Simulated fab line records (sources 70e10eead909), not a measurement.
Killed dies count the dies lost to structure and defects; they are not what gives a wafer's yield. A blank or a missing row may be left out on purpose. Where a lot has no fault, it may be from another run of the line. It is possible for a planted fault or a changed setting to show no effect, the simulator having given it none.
Matching of chambers	flow nand_harc	NHARC_A_CHANNEL_FILL_D2_ALD_25 on ald_hk-02: 4 sister chambers
The step deposits SiOx, target thk 60 nm, pulse time 10 s, ald cycles 600. 8 wafers are shown with their chamber, then 8 later ones without.

WAFERS, EACH WITH ITS CHAMBER
wafer	chamber	heater_power_w (W)	precursor_pulse_height_rel
L079.1	1	428	1.007
L085.3	0	557	0.957
L087.4	2	466	0.991
L087.6	0	554	0.992
L089.3	2	476	1.004
L089.4	3	421	1.017
L089.6	1	436	1.007
L092.4	3	435	1.004

WAFERS WITH NO CHAMBER GIVEN
wafer	heater_power_w (W)	precursor_pulse_height_rel
L092.5	417	1.017
L092.6	555	0.990
L095.4	449	1.013
L095.5	570	1.028
L095.6	400	1.000
L096.2	445	1.007
L096.3	566	0.985
L096.6	451	1.014

CHAMBER TAKEN BY EACH
wafer	from the rows above	in truth
L092.5	can't be placed: 3 or 1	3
L092.6	0	0
L095.4	can't be placed: 1 or 3 or 2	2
L095.5	0	0
L095.6	can't be placed: 3 or 1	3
L096.2	can't be placed: 1 or 3 or 2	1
L096.3	0	0
L096.6	can't be placed: 1 or 2 or 3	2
Correctly placed: 3 of 8. From these rows, 5 cannot be placed; in 5 the true chamber is one of the candidates. Wrongly placed: 0.
How it was worked out, from the rows above alone: a wafer's distance from a chamber is the root of the sum, over the readings, of the square of ((its reading less the chamber's mean) divided by the reading's scatter). The wafer belongs to the nearest chamber; if the next one is less than 2 further off, it can't be placed. A chamber's mean is the mean of its shown wafers. The scatter: take each reading less its chamber's mean, square it, sum over the shown wafers, divide by the number of wafers less the number of chambers, and take the root.
